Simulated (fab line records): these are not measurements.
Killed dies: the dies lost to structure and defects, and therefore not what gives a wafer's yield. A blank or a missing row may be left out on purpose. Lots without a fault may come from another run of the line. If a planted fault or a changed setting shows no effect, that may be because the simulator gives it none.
Matching of chambers -- flow n5 finfet -- N5_BEOL_M5_DEP_56 on pecvd-01 has 3 sister chambers
The step deposits SiCN from 3MS/NH3, target thk 8 nm, time 14 s. 22 wafers are shown with their chamber, then 11 later ones without.

## EACH WAFER AND ITS CHAMBER
wafer,chamber,throttle valve pct (%),showerhead plenum p Torr (Torr)
L074.1,2,9.7,3.660
L074.2,0,8.5,3.635
L074.3,1,9.0,3.662
L074.4,1,9.0,3.649
L074.5,2,9.4,3.661
L074.6,0,8.7,3.648
L077.1,0,8.9,3.643
L077.2,1,9.4,3.663
L077.3,2,9.6,3.658
L077.4,0,8.7,3.635
L077.5,2,9.3,3.658
L077.6,1,8.9,3.664
L083.3,2,9.6,3.657
L083.5,2,9.7,3.673
L083.6,0,8.7,3.643
L084.3,2,9.3,3.658
L084.4,0,8.7,3.641
L084.5,2,9.7,3.666
L092.1,1,9.1,3.661
L092.2,2,9.4,3.665
L092.3,0,8.9,3.645
L092.4,0,8.9,3.641

SIGNATURES, as means of the wafers listed above
reading,chamber 0,chamber 1,chamber 2,scatter within a chamber
throttle valve pct,8.750,9.080,9.522,0.166
showerhead plenum p Torr,3.64138,3.65980,3.66178,0.00522
Rule: a wafer lies at a distance from a chamber equal to the root of the sum of squares, over the readings, of (its reading less the chamber's mean, divided by the reading's scatter). If the next closest chamber is less than 2 further off than the closest, the wafer can't be placed; otherwise it belongs to the closest. The scatter is the square root of a quotient: the sum, over the shown wafers, of each reading's squared deviation from its chamber's mean, divided by wafers minus chambers.

## WAFERS WITHOUT THEIR CHAMBER
wafer,throttle valve pct (%),showerhead plenum p Torr (Torr)
L092.5,9.6,3.666
L092.6,9.0,3.666
L095.1,8.6,3.649
L095.2,9.0,3.658
L095.3,9.4,3.666
L095.4,8.8,3.649
L095.5,9.5,3.668
L095.6,8.7,3.647
L094.2,8.8,3.645
L094.4,9.7,3.672
L094.5,9.0,3.655

## THE CHAMBER EACH PASSED THROUGH
wafer,from the rows above,in truth
L092.5,2,2
L092.6,can't be placed: 1 or 2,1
L095.1,can't be placed: 0 or 1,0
L095.2,1,1
L095.3,can't be placed: 2 or 1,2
L095.4,can't be placed: 0 or 1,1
L095.5,can't be placed: 2 or 1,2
L095.6,0,0
L094.2,0,0
L094.4,2,2
L094.5,can't be placed: 1 or 0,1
Correctly placed: 5 of 11. Can't be placed from these rows: 6 (the true chamber is among the candidates in 6). Wrongly placed: 0.
